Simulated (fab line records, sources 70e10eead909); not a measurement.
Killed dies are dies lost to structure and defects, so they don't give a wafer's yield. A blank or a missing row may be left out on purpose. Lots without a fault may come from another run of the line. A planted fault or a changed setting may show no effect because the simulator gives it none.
fab line records | flow nand_harc
record lots=6 wafers=16 last_day=33
route steps=1302 shown P_M1@297 END@1302
lots that met no fault: from a run of the same line without faults
start_h: hours from the record's first day to the start of the lot's first wafer shown | wait_h: hours since the lot's step before | " the same as in the row above | L1.1+2: a row that stands for several wafers | - no value, or no start given | * or withheld: withheld | < > ~ a bound
route shown NAME@n: a module of which the file shows steps, and the number in the route of the first | usual: mean/standard deviation of fault-free wafers | same: alike in all rows | chamber/n: place in a boat | sites: the reading at each site | _std_site: their standard deviation | _edge_site: outer sites' mean less inner sites' | radius_mm: how far each site lies from the wafer's centre | mask NAME#n: copy n | behind: the tool/chamber that last shaped the wafer | hold: why the lot was held/for how many hours/how that ended | device: the transistor (n, p or np) that didn't switch | end of line: the same wafers' tests at the end of the route | a step without rows: its recipe alone | killed: dies lost to structure and defects at the first sort, not the wafer's yield | map: a wafer's dies, x killed, . not, _ none there
set.NAME: the setting as run; set.NAME@STEP: as run at that earlier step | model.NAME: the simulator's own value behind a step, which no gauge read
lots at some steps of the route; a table a step, a row a wafer
services: from which hour (start_h, from the record's first day; less than 0 if before it) a tool's chamber was out of use, for how many hours, and why
## steps
# step NHARC_P_M1_INSPECT_11
# usual raw_defect_count=4.9/2.7
# columns lot.wafer tool chamber start_h wait_h raw_defect_count
L613.1 defect_inspect-01 - 130.40 0.0 13
L613.2 " - " " 4
L613.6 " - " " 7
L621.4 defect_inspect-02 - 208.56 0.0 6
L621.6 " - " " 3
L622.2 defect_inspect-02 - 211.91 0.0 5
L622.4 " - " " 6
L629.1 defect_inspect-01 - 290.88 0.0 5
L629.2 " - " " 9
L629.4 " - " " 3
L630.2 defect_inspect-02 - 295.78 0.0 7
L630.5 " - " " 4
L630.6 " - " " 3
L634.2 defect_inspect-02 - 343.45 0.0 4
L634.4 " - " " 2
L634.6 " - " " 7
# step NHARC_P_M1_DESCUM_14
# recipe time_s=3 o2_flow_sccm=200 ar_flow_sccm=0 bias_power_w=0 chemistry=O2
# usual chamber_pressure_mTorr=59.99/0.055 drypump_motor_current_A=5.8/0.5 o2_flow_sccm=200.0/0.59 oes_product_au=0.999/0.01 rf_vpp_V=57.8/0.92 showerhead_plenum_p_Torr=1.92/0.087 throttle_valve_pct=11.309/0.0085
# columns lot.wafer tool chamber start_h wait_h chamber_pressure_mTorr drypump_motor_current_A o2_flow_sccm oes_product_au rf_hours_counter_h rf_vpp_V showerhead_plenum_p_Torr throttle_valve_pct
L613.2 rie_diel-01 1 130.47 0.1 59.88 6.5 200.2 1.000 8 57.4 1.82 11.300
L613.1 " 3 " " 59.92 5.3 199.6 1.007 8 58.9 1.97 11.306
L613.6 " 1 " " 59.98 6.5 200.0 1.004 - 56.8 1.82 11.320
L621.4 rie_diel-13 0 208.63 0.1 60.11 5.6 199.7 0.983 15 56.6 1.82 11.313
L621.6 " 3 " " 60.02 5.9 199.9 1.015 - 57.4 1.80 11.292
L622.4 rie_diel-10 1 211.98 0.1 60.02 6.5 200.4 0.993 8 58.1 1.86 11.301
L622.2 " 2 " " 60.04 5.9 200.1 1.003 7 57.9 1.96 11.306
L629.4 rie_diel-01 1 290.94 0.1 59.92 6.5 198.5 1.001 6 57.2 1.82 11.312
L629.1 " 2 " " 60.11 5.2 200.1 0.996 6 56.8 1.81 11.304
L629.2 " 3 " " 60.01 5.3 200.5 0.993 6 58.9 1.96 11.308
L630.2 rie_diel-10 2 295.85 0.1 59.98 5.9 200.0 0.991 3 57.5 1.95 11.322
L630.5 " 2 " " 59.98 5.9 199.7 0.995 - 58.1 1.95 11.313
L630.6 " 3 " " 60.00 5.6 198.5 0.999 - 58.6 2.03 11.302
L634.2 rie_diel-01 0 343.53 0.1 60.00 5.7 199.6 1.003 11 56.3 1.91 11.317
L634.4 " 3 " " 60.13 5.3 200.2 1.002 - 57.9 1.96 11.314
L634.6 " 2 " " 60.00 5.1 199.0 0.999 - 57.3 1.81 11.304
# step NHARC_P_M1_ETCH_35
# recipe target_depth_a=400 overetch_a=120 time_s=43.94 ion_energy_ev=200 n2_flow_sccm=150 h2_flow_sccm=150 ar_flow_sccm=0 rf_w=400 bias_w=150 chemistry=N2/H2
# step NHARC_P_M1_ETCH_15
# recipe target_depth_a=1825 time_s=91.2 c4f8_flow_sccm=withheld ar_flow_sccm=400 rf_w=600 bias_w=300 chemistry=C4F8/Ar
# step NHARC_P_M1_CD_MEAS_16
# usual cd_nm=129.8/0.9
# columns lot.wafer tool chamber start_h wait_h cd_nm
L613.1 cd_sem-03 - 130.77 - 130.8
L613.2 " - " " 131.2
L613.6 " - " " 130.6
L621.4 cd_sem-01 - 208.93 - 130.8
L621.6 " - " " 129.2
L622.2 cd_sem-03 - 212.27 - 129.8
L622.4 " - " " 129.4
L629.1 cd_sem-03 - 291.25 - 130.7
L629.2 " - " " 129.1
L629.4 " - " " 129.7
L630.2 cd_sem-01 - 296.16 - 128.0
L630.5 " - " " 128.6
L630.6 " - " " 129.3
L634.2 cd_sem-03 - 343.88 - 129.0
L634.4 " - " " 129.4
L634.6 " - " " 130.4
# step NHARC_P_M1_STRIP_18
# recipe power_w=1000 n2_flow_sccm=150 h2_flow_sccm=150 ar_flow_sccm=0 bias_w=0 chemistry=N2/H2
# usual chamber_pressure_mTorr=29.998/0.028 drypump_motor_current_A=5.7/0.48 oes_product_au=0.999/0.011 rf_vpp_V=90.7/1.1 showerhead_plenum_p_Torr=2.05/0.1 throttle_valve_pct=14.172/0.009
# columns lot.wafer tool chamber start_h wait_h chamber_pressure_mTorr drypump_motor_current_A oes_product_au rf_hours_counter_h rf_vpp_V showerhead_plenum_p_Torr throttle_valve_pct
L613.1 rie_diel-10 1 130.90 0.1 30.059 6.5 0.991 3 89.4 1.98 14.164
L613.2 " 2 " " 30.012 5.9 0.998 2 90.5 2.09 14.160
L613.6 " 3 " " 30.016 5.6 0.999 - 91.4 2.17 14.175
L621.4 rie_diel-10 0 209.00 0.1 29.989 5.3 0.985 7 92.7 2.15 14.177
L621.6 " 1 " " 29.968 6.5 0.988 - 90.2 1.98 14.176
L622.4 rie_diel-10 3 212.35 0.1 29.966 5.6 1.010 8 92.5 2.17 14.178
L622.2 " 0 " " 29.986 5.3 0.982 7 91.0 2.15 14.181
L629.2 rie_diel-10 1 291.33 0.1 30.015 6.5 1.002 3 89.9 1.98 14.169
L629.1 " 2 " " 30.071 5.9 0.993 3 90.0 2.08 14.164
L629.4 " 0 " " 30.003 5.2 1.000 3 91.6 2.15 14.159
L630.2 rie_diel-10 0 296.28 0.1 30.019 5.2 1.005 3 90.9 2.15 14.157
L630.5 " 2 " " 29.995 5.9 0.994 - 92.5 2.08 14.186
L630.6 " 3 " " 30.042 5.6 0.997 - 91.7 2.17 14.179
L634.2 rie_diel-01 0 343.98 0.1 30.006 5.6 1.001 11 89.8 2.03 14.171
L634.4 " 3 " " 29.973 5.3 1.001 - 90.7 2.09 14.161
L634.6 " 0 " " 30.007 5.6 0.999 - 91.5 2.03 14.178
# step NHARC_P_M1_ETCH_28
# recipe target_depth_a=300 over_etch_frac=0.3 time_s=72.99 ion_energy_ev=150 cf4_flow_sccm=50 n2_flow_sccm=100 ar_flow_sccm=150 rf_w=300 bias_w=100 chemistry=CF4/N2
# step NHARC_P_M1_STRIP_19
# recipe time_s=600 temp_c=30 chemistry=post_etch_residue_remover
# step NHARC_P_M1_DEGAS_29
# recipe temp_c=250 time_s=60
# usual heater_power_w=322/31 susceptor_temp_C=250.00/0.16
# columns lot.wafer tool chamber start_h wait_h heater_power_w susceptor_temp_C
L613.1 pvd_sputter-03 - 131.53 - 315 249.69
L613.2 " - " " 311 250.15
L613.6 " - " " 316 250.06
L621.4 pvd_sputter-02 - 209.65 - 359 249.77
L621.6 " - " " 336 250.00
L622.4 pvd_sputter-03 - 213.02 - 299 250.13
L622.2 " - " " 281 249.97
L629.4 pvd_sputter-01 - 291.98 - 359 250.02
L629.2 " - " " 293 249.94
L629.1 " - " " 298 249.97
L630.2 pvd_sputter-02 - 296.87 - 357 249.73
L630.5 " - " " 352 249.94
L630.6 " - " " 284 249.96
L634.4 pvd_sputter-02 - 344.65 - 353 249.79
L634.2 " - " " 362 249.92
L634.6 " - " " 352 249.93
# step NHARC_P_M1_PRE_CLEAN_30
# recipe time_s=30 temp_c=280 gas=H2/He
# usual heater_power_w=393/36 susceptor_temp_C=280.01/0.17
# columns lot.wafer tool chamber start_h wait_h heater_power_w susceptor_temp_C
L613.2 pvd_sputter-03 - - - 374 279.79
L613.1 " - " " 334 280.09
L613.6 " - " " 364 279.97
L621.4 pvd_sputter-02 - - - 344 279.89
L621.6 " - " " 339 280.00
L622.4 pvd_sputter-03 - - - 340 280.29
L622.2 " - " " 389 280.15
L629.1 pvd_sputter-01 - - - 370 279.69
L629.4 " - " " 362 279.90
L629.2 " - " " 435 279.96
L630.2 pvd_sputter-02 - - - 432 -
L630.5 " - " " 430 -
L630.6 " - " " 434 -
L634.2 pvd_sputter-02 - - - 440 280.02
L634.4 " - " " 424 280.15
L634.6 " - " " 350 279.96
# step NHARC_P_M1_PVD_20
# recipe target_thk_a=50 bias_v=168.6 power_w=15000 chamber_pressure_pa=0.12 time_s=8.06 substrate_temp_c=50 material=TaN
# usual chamber_pressure_pa=0.12/0.00021 throttle_valve_pct=29.4/1.3
# columns lot.wafer tool chamber start_h wait_h chamber_pressure_pa throttle_valve_pct
L613.1 pvd_sputter-03 - - - 0.1201 28.8
L613.2 " - " " 0.11971 29.3
L613.6 " - " " 0.12066 29.8
L621.4 pvd_sputter-02 - - - 0.11988 29.7
L621.6 " - " " 0.11989 29.9
L622.2 pvd_sputter-03 - - - 0.12048 31.0
L622.4 " - " " 0.11966 28.7
L629.2 pvd_sputter-01 - - - 0.11979 29.3
L629.1 " - " " 0.11978 27.5
L629.4 " - " " 0.12008 30.8
L630.2 pvd_sputter-02 - - - 0.1198 28.9
L630.6 " - " " 0.12005 29.7
L630.5 " - " " 0.11972 29.1
L634.2 pvd_sputter-02 - - - 0.12013 29.4
L634.4 " - " " 0.12013 28.9
L634.6 " - " " 0.12025 30.2
# step NHARC_P_M1_PVD_21
# recipe target_thk_a=300 chamber_pressure_pa=5 power_w=5000 substrate_temp_c=30 time_s=20.49 material=Cu
# step NHARC_P_M1_ECD_22
# recipe target_thk_a=4000 bath_temp_c=25 material=Cu
# usual bath_heat_duty_pct=6.5/0.79
# columns lot.wafer tool chamber start_h wait_h bath_heat_duty_pct
L613.2 ecd_cu-01 0 131.89 - 5.6
L613.1 " 1 " " 6.8
L613.6 " 0 " " 6.2
L621.4 ecd_cu-01 1 210.09 - 7.2
L621.6 " 1 " " 7.2
L622.2 ecd_cu-01 0 213.37 - 6.2
L622.4 " 0 " " 5.8
L629.2 ecd_cu-02 1 292.34 - 5.8
L629.1 " 0 " " 6.7
L629.4 " 0 " " 7.1
L630.2 ecd_cu-01 1 297.28 - 7.5
L630.6 " 0 " " 6.4
L630.5 " 1 " " 7.4
L634.2 ecd_cu-01 0 345.01 - 6.1
L634.4 " 1 " " 7.4
L634.6 " 1 " " 7.2
# step NHARC_P_M1_ANNEAL_31
# recipe temp_c=225 time_s=90
# step NHARC_P_M1_CMP_23
# recipe t_overpolish_s=20 target_thk_nm=157.82
# usual motor_current_A=11.9/0.99 time_to_endpoint_s=28.4/2.6
# same t_overpolish_s=20
# columns lot.wafer tool chamber start_h wait_h motor_current_A time_to_endpoint_s
L613.1 cmp-04 2 132.61 - 12.7 25.4
L613.2 " 0 " " 12.7 22.2
L613.6 " 2 " " 13.0 26.4
L621.4 cmp-01 2 210.71 - 10.6 16.5
L621.6 " 3 " " 12.0 23.4
L622.4 cmp-03 0 214.12 - 12.2 12.0
L622.2 " 3 " " 10.3 12.4
L629.2 cmp-01 1 293.06 - 11.8 25.7
L629.4 " 3 " " 11.7 25.8
L629.1 " 0 " " 11.8 29.4
L630.2 cmp-04 1 297.98 - 11.8 29.6
L630.6 " 0 " " 12.6 26.2
L630.5 " 1 " " 11.9 27.4
L634.4 cmp-01 2 345.73 - 10.1 29.7
L634.2 " 1 " " 10.9 27.8
L634.6 " 3 " " 12.5 24.3
# step NHARC_P_M1_THK_MEAS_24
# recipe thk_meas_gauge=xrf
# usual thk_nm=157.8/1.6
# columns lot.wafer tool chamber start_h wait_h thk_nm
L613.1 film_metro-02 - 132.93 - 156.7
L613.2 " - " " 153.1
L613.6 " - " " 155.1
L621.4 film_metro-01 - 211.03 - 159.8
L621.6 " - " " 157.6
L622.2 film_metro-01 - 214.44 - 155.3
L622.4 " - " " 157.9
L629.1 film_metro-01 - 293.37 - 159.4
L629.2 " - " " 157.0
L629.4 " - " " 156.7
L630.2 film_metro-02 - 298.27 - 159.7
L630.5 " - " " 159.0
L630.6 " - " " 157.0
L634.2 film_metro-01 - 346.05 - 158.5
L634.4 " - " " 160.5
L634.6 " - " " 156.0
# step NHARC_END_SORT_01
# recipe temp_c=25
# usual defect_limited_yield=92.0/2.8 killed_at_array=49/19 killed_at_other=0.9/1.1 killed_at_periphery=4.0/2.7 killed_dies=54/19 killed_open=3.3/1.8 killed_short=2.6/1.6 sort_bin_2_pct=2.9/1.2 sort_bin_3_pct=0.5/0.36 sort_bin_4_pct=4.6/1.5 sort_n_pass=623/19 sort_rim_yield_pct=91/4.7 sort_yield_pct=92.0/2.8
# same gross_dies=677 sort_bin_5_pct[%]=0 sort_bin_6_pct[%]=0 sort_bin_7_pct[%]=0 sort_bin_8_pct[%]=0 sort_rim_n_gross=106.00
# columns lot.wafer tool chamber start_h wait_h defect_limited_yield[%] killed_at_array killed_at_other killed_at_periphery killed_dies killed_open killed_short sort_bin_2_pct[%] sort_bin_3_pct[%] sort_bin_4_pct[%] sort_n_pass sort_rim_yield_pct[%] sort_yield_pct[%]
L613.1 prober-02 0 588.69 2.5 95.6 18 1 11 30 4 2 1.8 0 2.7 647 94 95.6
L613.2 prober-02 0 589.47 2.8 95.9 21 0 7 28 3 1 0.9 0.3 3.0 649 94 95.9
L613.6 prober-02 0 592.63 3.9 96.2 18 2 6 26 5 4 1.5 0.1 2.2 651 94 96.2
L622.2 prober-02 0 640.00 2.8 93.4 42 0 3 45 5 2 2.7 0.6 3.4 632 90 93.4
L622.4 prober-02 0 641.61 3.4 92.5 45 0 6 51 5 4 2.2 1.0 4.3 626 85 92.5
L621.4 prober-01 0 648.44 3.4 91.6 53 0 4 57 3 4 3.0 0.3 5.2 620 95 91.6
L621.6 prober-01 0 650.03 4.0 91.7 52 2 2 56 5 1 3.4 0.4 4.4 621 95 91.7
L629.1 prober-01 0 714.74 2.5 94.1 37 0 3 40 1 3 2.5 0.6 2.8 637 90 94.1
L629.2 prober-01 0 715.54 2.8 92.9 41 1 6 48 3 2 2.4 0.3 4.4 629 97 92.9
L629.4 prober-01 0 717.14 3.4 94.5 32 0 5 37 3 4 1.3 0.1 4.0 640 92 94.5
L630.2 prober-02 0 731.12 2.8 92.3 44 0 8 52 5 5 2.7 0.3 4.7 625 90 92.3
L630.5 prober-02 0 733.52 3.7 94.7 24 0 12 36 4 3 1.8 0.6 3.0 641 93 94.7
L630.6 prober-02 0 734.32 4.0 95.6 26 0 4 30 3 1 1.3 0.3 2.8 647 97 95.6
L634.2 prober-01 0 780.12 2.8 91.6 54 0 3 57 4 3 3.2 0.4 4.7 620 95 91.6
L634.4 prober-01 0 781.73 3.4 90.3 64 1 1 66 4 3 2.5 0.4 6.8 611 92 90.3
L634.6 prober-01 0 783.34 4.0 89.7 63 1 6 70 1 2 3.8 0.4 6.1 607 98 89.7
# killed by level:class
L613.1 A_CHANNEL_HOLE_D2:chamber_film_flake=6 P_ZERO_WELL:chamber_film_flake=5 A_STAIRCASE:chamber_film_flake=3 P_STI:chamber_film_flake=2 P_GATE:chamber_film_flake=2 A_CONTACT:chamber_film_flake=2 P_M0:geometric_particle:open=1 A_DECK1_JOINT:geometric_particle:open=1
L613.2 A_CHANNEL_HOLE_D2:chamber_film_flake=8 A_CONTACT:chamber_film_flake=4 A_STAIRCASE:chamber_film_flake=3 P_ZERO_WELL:chamber_film_flake=2 P_BONDPAD:chamber_film_flake=2 A_CHANNEL_HOLE_D1:chamber_film_flake=2 P_M0:geometric_particle:open=1 A_ONON_D1:geometric_particle:open=1
L613.6 A_CHANNEL_HOLE_D2:chamber_film_flake=5 A_CONTACT:chamber_film_flake=4 P_GATE:chamber_film_flake=3 A_CHANNEL_HOLE_D1:chamber_film_flake=2 STARTING-WAFER:geometric_particle:short=2 P_M0:geometric_particle:open=1 A_DECK1_JOINT:geometric_particle:short=1 A_ONON_D2:geometric_particle:open=1
L622.2 A_CHANNEL_HOLE_D1:chamber_film_flake=19 A_CHANNEL_HOLE_D2:chamber_film_flake=10 A_CHANNEL_FILL_D2:chamber_film_flake=4 P_GATE:geometric_particle:open=1 P_CONTACT:geometric_particle:open=1 A_CHANNEL_FILL_D1:geometric_particle:open=1 A_ONON_D2:geometric_particle:short=1 A_CHANNEL_HOLE_D2:geometric_particle:open=1
L622.4 A_CHANNEL_HOLE_D1:chamber_film_flake=22 A_CHANNEL_HOLE_D2:chamber_film_flake=10 P_ZERO_WELL:chamber_film_flake=4 A_ONON_D2:geometric_particle:short=2 A_CHANNEL_FILL_D2:chamber_film_flake=2 A_CONTACT:chamber_film_flake=2 P_CONTACT:geometric_particle:open=1 P_M1:geometric_particle:short=1
L621.4 A_SLIT:chamber_film_flake=33 A_CHANNEL_HOLE_D2:chamber_film_flake=4 A_CONTACT:chamber_film_flake=4 A_CHANNEL_FILL_D1:geometric_particle:open=2 A_CHANNEL_HOLE_D1:chamber_film_flake=2 P_CONTACT:geometric_particle:open=1 P_CONTACT:geometric_particle:short=1 A_ONON_D1:geometric_particle:short=1
L621.6 A_SLIT:chamber_film_flake=23 A_CHANNEL_HOLE_D2:chamber_film_flake=10 A_CHANNEL_HOLE_D1:chamber_film_flake=6 A_CONTACT:chamber_film_flake=3 A_SGD_CUT:chamber_film_flake=2 THIN_TSV:chamber_film_flake=2 P_CONTACT:geometric_particle:open=1 A_CHANNEL_FILL_D1:geometric_particle:open=1
L629.1 A_CHANNEL_HOLE_D2:chamber_film_flake=17 A_CONTACT:chamber_film_flake=4 P_CONTACT:chamber_film_flake=3 A_CHANNEL_HOLE_D1:chamber_film_flake=3 A_STAIRCASE:chamber_film_flake=3 A_SLIT:chamber_film_flake=3 A_DECK1_JOINT:chamber_film_flake=2 A_ONON_D1:geometric_particle:short=1
L629.2 A_CHANNEL_HOLE_D2:chamber_film_flake=16 A_CHANNEL_HOLE_D1:chamber_film_flake=11 A_SLIT:chamber_film_flake=5 P_CONTACT:chamber_film_flake=3 A_STAIRCASE:chamber_film_flake=2 A_CONTACT:chamber_film_flake=2 P_CONTACT:geometric_particle:open=1 A_ONON_D1:geometric_particle:open=1
L629.4 A_CHANNEL_HOLE_D2:chamber_film_flake=20 A_CHANNEL_HOLE_D1:chamber_film_flake=5 P_CONTACT:geometric_particle:open=3 A_WL_FILL:geometric_particle:short=2 A_STAIRCASE:chamber_film_flake=2 P_M0:geometric_particle:short=1 A_ONON_D2:geometric_particle:short=1 P_CONTACT:chamber_film_flake=1
L630.2 A_CHANNEL_HOLE_D1:chamber_film_flake=17 A_STAIRCASE:chamber_film_flake=8 P_GATE:chamber_film_flake=4 A_SLIT:chamber_film_flake=4 A_CHANNEL_HOLE_D2:geometric_particle:open=3 P_BONDPAD:chamber_film_flake=3 A_DECK1_JOINT:chamber_film_flake=2 A_CONTACT:chamber_film_flake=2
L630.5 A_STAIRCASE:chamber_film_flake=10 A_CHANNEL_HOLE_D1:chamber_film_flake=5 P_BONDPAD:chamber_film_flake=4 P_GATE:chamber_film_flake=3 A_CONTACT:chamber_film_flake=3 P_CONTACT:geometric_particle:short=2 P_M0:geometric_particle:open=2 A_SLIT:chamber_film_flake=2
L630.6 A_CHANNEL_HOLE_D1:chamber_film_flake=12 A_STAIRCASE:chamber_film_flake=8 A_WL_FILL:geometric_particle:open=2 A_SLIT:chamber_film_flake=2 P_CONTACT:geometric_particle:open=1 A_CHANNEL_FILL_D1:geometric_particle:short=1 P_ZERO_WELL:chamber_film_flake=1 P_STI:chamber_film_flake=1
L634.2 A_SLIT:chamber_film_flake=30 A_CHANNEL_HOLE_D1:chamber_film_flake=9 A_CONTACT:chamber_film_flake=8 P_GATE:chamber_film_flake=2 P_M0:geometric_particle:open=1 A_DECK1_JOINT:geometric_particle:short=1 A_ONON_D2:geometric_particle:open=1 A_CHANNEL_FILL_D2:geometric_particle:open=1
L634.4 A_SLIT:chamber_film_flake=35 A_CHANNEL_HOLE_D1:chamber_film_flake=12 A_CONTACT:chamber_film_flake=7 A_CHANNEL_FILL_D1:geometric_particle:open=2 A_CHANNEL_FILL_D1:geometric_particle:short=1 A_CHANNEL_FILL_D2:geometric_particle:short=1 A_STAIRCASE:geometric_particle:open=1 A_SGD_CUT:geometric_particle:open=1
L634.6 A_SLIT:chamber_film_flake=35 A_CHANNEL_HOLE_D1:chamber_film_flake=13 A_CONTACT:chamber_film_flake=10 P_GATE:chamber_film_flake=3 P_ZERO_WELL:chamber_film_flake=2 P_GATE:geometric_particle:short=1 A_CONTACT:geometric_particle:short=1 A_M0:geometric_particle:open=1
## services
# columns tool chamber start_h hours kind
pvd_sputter-02 - 150.74 3.4 repair
ecd_cu-01 - 160.07 8.0 pm
pvd_sputter-03 - 170.00 10.0 pm
pvd_sputter-02 - 172.72 1.0 repair
rie_diel-10 0 180.01 13.8 repair
pvd_sputter-01 - 180.58 1.8 repair
cmp-01 - 186.83 4.0 pm
rie_diel-10 2 192.75 4.9 repair
rie_diel-01 - 203.84 9.0 pm
rie_diel-10 - 207.86 0.3 repair
rie_diel-10 2 212.57 17.4 repair
rie_diel-01 - 225.73 0.3 repair
pvd_sputter-01 - 226.04 10.0 pm
rie_diel-10 - 242.52 9.0 pm
cmp-01 - 245.14 0.5 repair
rie_diel-10 3 252.51 23.4 repair
pvd_sputter-02 - 282.07 10.0 pm
pvd_sputter-02 - 295.20 1.3 repair
rie_diel-10 0 302.42 4.0 repair
rie_diel-10 2 310.43 17.7 repair
rie_diel-10 1 327.91 11.5 repair
rie_diel-01 1 334.25 12.9 repair
ecd_cu-01 - 336.07 8.0 pm
rie_diel-10 3 340.41 13.5 repair
## key
first_sign step=NHARC_P_M1_CMP_23 reading=time_to_endpoint_s direction=down sigmas=5.7 usual=* struck=*
effect none on later readings
met_at NHARC_P_M1_ECD_22
struck_wafers L621.4,L622.2,L622.4
onset_between 131.89 210.09
fault kind=process_parameter_drift tool=ecd_cu-01 chamber=- onset_h=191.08 steps=NHARC_P_M1_ECD_22 channel=target_thk_a offset=* shape=step end_h=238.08 scope=struck_wafers_only acts_in=* stated=*
